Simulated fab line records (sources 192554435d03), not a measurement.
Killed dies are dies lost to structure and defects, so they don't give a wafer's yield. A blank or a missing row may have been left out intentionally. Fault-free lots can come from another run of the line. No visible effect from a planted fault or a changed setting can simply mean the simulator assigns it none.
fab line records    flow n5_finfet
record lots=5  wafers=15  last_day=18
route steps=1938 shown BEOL_M8@1348 PASSIVATION@1936
lots that met no fault: from a run of the same line without faults
start_h: hours from the record's first day to the start of the lot's first wafer shown    wait_h: how many hours have passed since the lot's step before this one    " the same as in the row above    L1.1+2: one row covering several wafers at once    - either no value or no given start    * or withheld: withheld    < > ~ a bound
route shown NAME@n: a module of which the file shows steps, and the number in the route of the first    usual: the fault-free wafers' mean and standard deviation    same: alike in all rows    chamber/n: place in a boat    sites: per-site readings    _std_site: how widely they spread, as a standard deviation    _edge_site: inner sites' mean taken away from outer sites' mean    radius_mm: for every site, how far away it sits from the centre of the wafer    mask NAME#n: copy n    behind: the tool/chamber that last shaped the wafer    hold: what put the lot on hold/how long, in hours/how the hold closed    device: whichever transistor did not switch (one of n, p or np)    end of line: at the end of the route, the tests of the same wafers    a step with no rows: only its recipe    killed: count of dies lost to structure and defects at first sort (not the wafer's yield)    map: the dies of a wafer, with x for killed, . for not killed, _ for no die there
set.NAME: setting as actually run; set.NAME@STEP: the setting as run at that earlier step    model.NAME: the simulator's own value behind a step, which no gauge read
lots at some steps of the route; a table a step, a row a wafer
services: the hour from which a tool's chamber was out of use, counted from the record's first day as start_h (under 0 if before that day), plus the number of hours and why
## steps
# step N5_BEOL_M8_DESCUM_16
# recipe chemistry=O2  time_s=7.9  source_power_w=50  bias_power_w=20  pressure_mtorr=20  rf_frequency_hz=2.712e+07  temp_c=40  resist=CAR-ArF  o2_flow_sccm=225
# step N5_BEOL_M8_ETCH_61
# recipe chemistry=CF4  target=SiARC  target_depth_a=455  mask_material=CAR-ArF  time_s=75.8  ion_energy_ev=80  pressure_mtorr=40  source_w=545  bias_w=36  Ar_flow_sccm=100  cf4_flow_sccm=100  ends=cleared
# step N5_BEOL_M8_ETCH_62
# recipe chemistry=N2/H2  target=SOC  target_depth_a=1100  overetch_a=220  mask_material=SiARC  temp_c=40  time_s=165  ion_energy_ev=200  pressure_mtorr=30  source_w=840  bias_w=150  n2_flow_sccm=200  h2_flow_sccm=200
# step N5_BEOL_M8_STRIP_68
# recipe chemistry=N2/H2  temp_c=40  n2_flow_sccm=200  h2_flow_sccm=200  rf_frequency_hz=6e+07
# step N5_BEOL_M8_STRIP_67
# recipe chemistry=CF4  resist=SiARC  power_w=300  bias_power_w=75  pressure_mtorr=50  cf4_flow_sccm=150  rf_frequency_hz=6e+07
# step N5_BEOL_M8_HM_OPEN_17
# recipe chemistry=Cl2/BCl3  target_depth_a=200  overetch_a=60  target=TiN  mask_material=SOC  ion_energy_ev=150  pressure_mtorr=10  icp_w=1000  bias_w=126  Cl2_flow_sccm=53.25  bcl3_flow_sccm=21.75  Ar_flow_sccm=25
# step N5_BEOL_M8_STRIP_19
# recipe chemistry=O2  power_w=400  temp_c=40  pressure_mtorr=30  rf_frequency_hz=6e+07  bias_power_w=0  overash_fraction=0.2  o2_flow_sccm=225
# step N5_BEOL_M8_COAT_63
# recipe resist=SOC  temp_c=250  time_s=60  spin_rpm=1500  resist_thk_nm=60
# step N5_BEOL_M8_COAT_64
# recipe resist=SiARC  temp_c=220  time_s=60  spin_rpm=1500  resist_thk_nm=12
# step N5_BEOL_M8_COAT_71
# recipe resist=underlayer  temp_c=205  time_s=60  spin_rpm=1500  resist_thk_nm=5
# usual exhaust_pa=45.2/0.93  spin_speed_rpm=1500.0/0.95
lot.wafer  tool            chamber  start_h  wait_h  exhaust_pa  spin_speed_rpm
L250.2     litho_track-01  0        280.68   -       46.2        1579.8
L250.3     "               0        "        "       45.1        1578.5
L250.6     "               0        "        "       46.0        1579.6
L248.1     litho_track-01  0        281.13   -       46.7        1578.0
L248.5     "               0        "        "       45.1        1578.5
L248.6     "               0        "        "       44.8        1577.0
L254.4     litho_track-01  0        284.30   -       44.5        1577.7
L254.5     "               0        "        "       43.1        1577.2
L254.6     "               0        "        "       43.2        1577.9
L262.2     litho_track-05  0        353.47   -       46.2        1500.0
L262.4     "               0        "        "       45.7        1499.3
L262.5     "               0        "        "       45.3        1500.5
L261.2     litho_track-01  0        372.18   -       44.6        1497.3
L261.4     "               0        "        "       45.3        1498.6
L261.6     "               0        "        "       44.8        1499.0
# step N5_BEOL_M8_COAT_22
# recipe resist=CAR-EUV  spin_rpm=1500  resist_thk_nm=30
# step N5_BEOL_M8_EBR_24
# recipe solvent=PGMEA  ebr_width_mm=1.5
# step N5_BEOL_M8_SOFTBAKE_23
# recipe temp_c=110  time_s=60  resist=CAR-EUV
# step N5_BEOL_M8_EXPOSE_25
# recipe mask_id=V7  na=0.33  source_shape=annular  sigma_inner=0.4  sigma_outer=0.8  polarization=unpolarized  target_cd_nm=40  dose_mj=42.5
# step N5_BEOL_M8_PEB_26
# recipe peb_temp_c=100  peb_time_s=60  resist=CAR-EUV
# step N5_BEOL_M8_DEVELOP_27
# recipe develop_time_s=30  developer=TMAH  resist=CAR-EUV  rinse_liquid=surfactant_rinse  dry=air_spin  dev_temp_c=23
# step N5_BEOL_M8_DESCUM_33
# recipe chemistry=O2  time_s=7  source_power_w=50  bias_power_w=20  pressure_mtorr=20  rf_frequency_hz=2.712e+07  temp_c=40  resist=CAR-EUV  o2_flow_sccm=225
# step N5_BEOL_M8_ETCH_72
# recipe chemistry=N2/H2  target=underlayer  target_depth_a=65  mask_material=CAR-EUV  time_s=5.2  ion_energy_ev=200  pressure_mtorr=30  source_w=840  bias_w=150  n2_flow_sccm=200  h2_flow_sccm=200  ends=cleared
# usual drypump_motor_current_A=5.5/0.42  etch_rf_on_time_s=5.17/0.17  n2_flow_sccm=200.0/0.61  oes_product_au=0.68/0.077  rf_vpp_V=523.8/2.8  showerhead_plenum_p_Torr=2.54/0.077  throttle_valve_pct=17.71/0.25
lot.wafer  tool         chamber  start_h  wait_h  drypump_motor_current_A  etch_rf_on_time_s  n2_flow_sccm  oes_product_au  rf_hours_counter_h  rf_vpp_V  showerhead_plenum_p_Torr  throttle_valve_pct  model.etch.depth_nm
L250.2     rie_diel-01  1        281.45   0.0     6.1                      5.16               199.9         0.59            242                 520.7     2.41                      18.22               4.892
L250.3     "            2        "        "       5.3                      4.99               199.4         0.68            114                 524.0     2.56                      17.55               4.893
L250.6     "            3        "        "       6.6                      5.22               200.4         0.56            -                   525.2     2.58                      17.38               4.888
L248.1     rie_diel-01  2        281.85   0.0     5.3                      5.01               200.3         0.68            115                 523.2     2.56                      17.56               4.884
L248.5     "            1        "        "       6.0                      5.18               199.5         0.59            -                   520.9     2.41                      18.23               4.87
L248.6     "            2        "        "       5.3                      4.97               201.0         0.67            -                   525.0     2.56                      17.55               4.866
L254.4     rie_diel-05  1        284.89   0.0     5.3                      4.89               199.5         0.69            118                 527.5     2.65                      17.49               4.885
L254.5     "            0        "        "       5.4                      5.15               201.1         0.82            -                   521.4     2.52                      17.71               4.882
L254.6     "            3        "        "       5.2                      5.00               199.6         0.69            -                   520.5     2.48                      17.70               4.879
L262.2     rie_diel-05  2        354.77   0.0     5.1                      5.51               200.7         0.57            243                 524.7     2.60                      17.92               5.013
L262.4     "            3        "        "       5.2                      5.07               199.4         0.67            106                 521.7     2.47                      17.74               5.002
L262.5     "            3        "        "       5.2                      5.13               200.0         0.67            -                   521.5     2.47                      17.72               5.006
L261.2     rie_diel-01  3        372.76   0.0     6.6                      5.37               199.9         0.78            21                  526.8     2.57                      17.03               4.985
L261.4     "            2        "        "       5.3                      5.16               200.2         0.65            -                   523.3     2.54                      17.61               4.992
L261.6     "            3        "        "       6.6                      5.35               200.3         0.77            -                   526.1     2.57                      17.05               4.997
# step N5_BEOL_M8_ETCH_65
# recipe chemistry=CF4  target=SiARC  target_depth_a=156  mask_material=CAR-EUV  time_s=26  ion_energy_ev=80  pressure_mtorr=40  source_w=545  bias_w=36  Ar_flow_sccm=100  cf4_flow_sccm=100  ends=cleared
# step N5_PASSIVATION_PROBE_49
# usual defect_limited_yield=91.0/1.4  killed_at_M0_to_M3=36/9.6  killed_at_M4_up=14/6.1  killed_at_contacts=13/6.6  killed_at_front_end=40/11  killed_at_other=3.2/2.9  killed_dies=106/17  killed_open=71/12  killed_short=33/7.3  sort_bin_5_function=5.3/1  sort_bin_6_memory=3.4/0.68  sort_bin_8_speed=0.0/0.51  sort_n_pass=1073/19  sort_yield_pct=91.0/1.6
# same gross_dies=1180  killed_at_back_side=0  sort_bin_4_leakage[%]=0
lot.wafer  tool       chamber  start_h  wait_h  defect_limited_yield[%]  killed_at_M0_to_M3  killed_at_M4_up  killed_at_contacts  killed_at_front_end  killed_at_other  killed_dies  killed_open  killed_short  sort_bin_5_function[%]  sort_bin_6_memory[%]  sort_bin_8_speed[%]  sort_n_pass  sort_yield_pct[%]
L250.2     prober-02  -        348.09   0.1     89.9                     44                  4                14                  50                   7                119          71           42            5.8                     3.4                   0                    1061         89.9
L250.3     prober-02  -        348.14   0.1     93.1                     37                  2                10                  27                   5                81           48           33            3.9                     2.9                   0                    1099         93.1
L250.6     prober-02  -        348.29   0.3     93.4                     20                  6                9                   42                   1                78           46           29            3.8                     2.1                   0                    1102         93.4
L248.1     prober-02  -        353.60   0.0     91.3                     30                  15               11                  44                   3                103          65           32            5.6                     2.5                   0                    1077         91.3
L248.5     prober-02  -        353.80   0.2     90.6                     37                  9                15                  49                   1                111          71           36            5.2                     4.1                   0                    1069         90.6
L248.6     prober-02  -        353.85   0.3     90.3                     41                  15               13                  45                   1                115          86           27            6.1                     3.3                   0                    1065         90.3
L254.4     prober-02  -        356.50   0.2     90.4                     43                  10               21                  39                   0                113          69           44            5.4                     3.7                   0                    1067         90.4
L254.5     prober-02  -        356.55   0.2     88.3                     47                  14               24                  45                   8                138          88           50            7.5                     4.0                   6.0                  971          82.3
L254.6     prober-02  -        356.60   0.3     89.2                     36                  25               19                  45                   2                127          86           39            6.7                     3.8                   0                    1053         89.2
L262.2     prober-01  -        425.19   0.1     90.2                     31                  15               20                  49                   1                116          83           31            6.0                     3.3                   0                    1064         90.2
L262.4     prober-01  -        425.29   0.2     90.5                     43                  9                16                  43                   1                112          80           27            5.1                     3.8                   0                    1068         90.5
L262.5     prober-01  -        425.34   0.2     94.6                     22                  4                6                   32                   0                64           36           26            3.2                     1.8                   0                    1116         94.6
L261.2     prober-02  -        443.25   0.1     90.4                     38                  24               8                   41                   2                113          66           40            5.3                     3.5                   0                    1067         90.4
L261.4     prober-02  -        443.35   0.2     89.9                     49                  19               4                   44                   3                119          74           44            6.8                     3.1                   0                    1061         89.9
L261.6     prober-02  -        443.45   0.3     88.5                     44                  25               5                   57                   5                136          100          35            7.5                     3.8                   0                    1044         88.5
# killed by level:class
L250.2 BEOL_M0_SAQP:geometric_particle:short=16 BEOL_M0_SAQP:geometric_particle:open=15 MOL_CONTACT_COAG:geometric_particle:open=12 FIN_SAQP:geometric_particle:short=11 FIN_SAQP:geometric_particle:open=11 STI_FIN_REVEAL:geometric_particle:open=9 HKMG_FIN:area_etch=6 DUMMY_GATE:geometric_particle:open=5
L250.3 BEOL_M0_SAQP:geometric_particle:short=14 BEOL_M0_SAQP:geometric_particle:open=13 MOL_CONTACT_COAG:geometric_particle:open=9 FIN_SAQP:geometric_particle:open=6 GATE_CUT:geometric_particle:short=4 FIN_SAQP:geometric_particle:short=3 STI_FIN_REVEAL:geometric_particle:open=3 DUMMY_GATE:geometric_particle:open=3
L250.6 BEOL_M0_SAQP:geometric_particle:open=10 FIN_SAQP:geometric_particle:open=8 MOL_CONTACT_COAG:geometric_particle:open=7 FIN_SAQP:geometric_particle:short=5 SPACER0:geometric_particle:short=5 GATE_CUT:geometric_particle:short=5 BEOL_M1:geometric_particle:open=4 BEOL_M0_SAQP:geometric_particle:short=3
L248.1 BEOL_M1:geometric_particle:open=11 MOL_CONTACT_COAG:geometric_particle:open=9 DUMMY_GATE:geometric_particle:open=8 BEOL_M0_SAQP:geometric_particle:open=7 FIN_SAQP:geometric_particle:open=6 DUMMY_GATE:geometric_particle:short=5 BEOL_M0_SAQP:geometric_particle:short=5 BEOL_M5:geometric_particle:open=5
L248.5 STI_FIN_REVEAL:geometric_particle:open=18 BEOL_M2:geometric_particle:open=13 MOL_CONTACT_COAG:geometric_particle:open=10 BEOL_M0_SAQP:geometric_particle:short=7 FIN_SAQP:geometric_particle:open=5 FIN_SAQP:geometric_particle:short=5 BEOL_M1:geometric_particle:open=5 DUMMY_GATE:geometric_particle:open=4
L248.6 STI_FIN_REVEAL:geometric_particle:open=20 MOL_CONTACT_COAG:geometric_particle:open=10 BEOL_M2:geometric_particle:open=10 BEOL_M0_SAQP:geometric_particle:short=9 BEOL_M0_SAQP:geometric_particle:open=7 DUMMY_GATE:geometric_particle:open=7 BEOL_M1:geometric_particle:open=7 BEOL_M5:geometric_particle:open=6
L254.4 MOL_CONTACT_COAG:geometric_particle:open=17 GATE_CUT:geometric_particle:short=10 BEOL_M0_SAQP:geometric_particle:short=8 BEOL_M0_SAQP:geometric_particle:open=8 FIN_SAQP:geometric_particle:open=7 BEOL_M1:geometric_particle:open=7 DUMMY_GATE:geometric_particle:open=6 BEOL_M2:geometric_particle:open=6
L254.5 MOL_CONTACT_COAG:geometric_particle:open=21 BEOL_M2:geometric_particle:open=10 STI_FIN_REVEAL:geometric_particle:open=10 BEOL_M0_SAQP:geometric_particle:short=9 BEOL_M4:geometric_particle:open=9 BEOL_M0_SAQP:geometric_particle:open=8 BEOL_M1:geometric_particle:open=7 BEOL_M3:geometric_particle:short=7
L254.6 MOL_CONTACT_COAG:geometric_particle:open=17 BEOL_M4:geometric_particle:open=14 BEOL_M2:geometric_particle:open=12 FIN_SAQP:geometric_particle:short=10 FIN_SAQP:geometric_particle:open=9 BEOL_M0_SAQP:geometric_particle:short=6 BEOL_M0_SAQP:geometric_particle:open=5 BEOL_M1:geometric_particle:open=5
L262.2 MOL_CONTACT_COAG:geometric_particle:open=16 FIN_SAQP:geometric_particle:open=13 STI_FIN_REVEAL:geometric_particle:open=12 BEOL_M1:geometric_particle:open=10 BEOL_M4:geometric_particle:open=7 FIN_SAQP:geometric_particle:short=6 BEOL_M2:geometric_particle:open=6 ILD0:geometric_particle:short=4
L262.4 STI_FIN_REVEAL:geometric_particle:open=18 BEOL_M2:geometric_particle:open=13 MOL_CONTACT_COAG:geometric_particle:open=12 BEOL_M0_SAQP:geometric_particle:short=11 FIN_SAQP:geometric_particle:open=8 BEOL_M0_SAQP:geometric_particle:open=6 BEOL_M3:geometric_particle:open=5 FIN_SAQP:geometric_particle:short=4
L262.5 FIN_SAQP:geometric_particle:short=8 MOL_CONTACT_COAG:geometric_particle:open=6 DUMMY_GATE:geometric_particle:open=5 FIN_SAQP:geometric_particle:open=4 BEOL_M0_SAQP:geometric_particle:short=4 BEOL_M0_SAQP:geometric_particle:open=4 BEOL_M2:geometric_particle:open=4 BEOL_M2:geometric_particle:short=3
L261.2 BEOL_M4:geometric_particle:open=12 BEOL_M2:geometric_particle:open=11 GATE_CUT:geometric_particle:short=11 BEOL_M2:geometric_particle:short=8 FIN_SAQP:geometric_particle:open=7 MOL_CONTACT_COAG:geometric_particle:open=6 BEOL_M0_SAQP:geometric_particle:short=5 BEOL_M0_SAQP:geometric_particle:open=5
L261.4 GATE_CUT:geometric_particle:short=13 FIN_SAQP:geometric_particle:open=12 BEOL_M1:geometric_particle:open=10 BEOL_M0_SAQP:geometric_particle:short=9 BEOL_M3:geometric_particle:open=9 GATE_CUT:geometric_particle:open=7 BEOL_M4:geometric_particle:open=7 BEOL_M0_SAQP:geometric_particle:open=6
L261.6 BEOL_M4:geometric_particle:open=14 FIN_SAQP:geometric_particle:open=11 GATE_CUT:geometric_particle:open=10 BEOL_M3:geometric_particle:open=10 STI_FIN_REVEAL:geometric_particle:open=9 BEOL_M1:geometric_particle:open=9 BEOL_M2:geometric_particle:open=7 GATE_CUT:geometric_particle:short=6
## services
tool         chamber  start_h  hours  kind
rie_diel-01  0        273.91   -      clean
rie_diel-01  0        273.91   -      consumable_replace:esc
rie_diel-01  0        273.91   -      consumable_replace:focus_ring
rie_diel-01  0        273.91   29.4   scheduled_down
rie_diel-01  0        273.91   29.4   vent_cycle
rie_diel-01  2        274.40   6.1    repair
rie_diel-01  3        303.35   -      clean
rie_diel-01  3        303.35   -      consumable_replace:focus_ring
rie_diel-01  3        303.35   17.1   scheduled_down
rie_diel-01  3        303.35   17.1   vent_cycle
rie_diel-01  2        318.89   28.1   repair
rie_diel-05  3        331.24   12.5   repair
rie_diel-01  1        347.04   -      clean
rie_diel-01  1        347.04   -      consumable_replace:focus_ring
rie_diel-01  1        347.04   -      consumable_replace:showerhead
rie_diel-01  1        347.04   28.4   scheduled_down
rie_diel-01  1        347.04   28.4   vent_cycle
rie_diel-01  -        353.12   0.2    repair
rie_diel-05  2        372.14   6.0    repair
## key
first_sign step=N5_BEOL_M8_COAT_71  reading=spin_speed_rpm  direction=up  sigmas=82  usual=*  struck=*
effect none on later readings
model_effect step=N5_BEOL_M8_ETCH_72  value=etch.depth_nm  without=5.007  struck=4.882
met_at N5_BEOL_M8_COAT_71
struck_wafers L248.1,L248.5,L248.6,L250.2,L250.3,L250.6,L254.4,L254.5,L254.6
fault kind=process_parameter_drift  tool=litho_track-01  chamber=-  onset_h=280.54  steps=N5_BEOL_M8_COAT_71  channel=spin_rpm  offset=*  shape=step  end_h=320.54  acts_in=*  stated=*
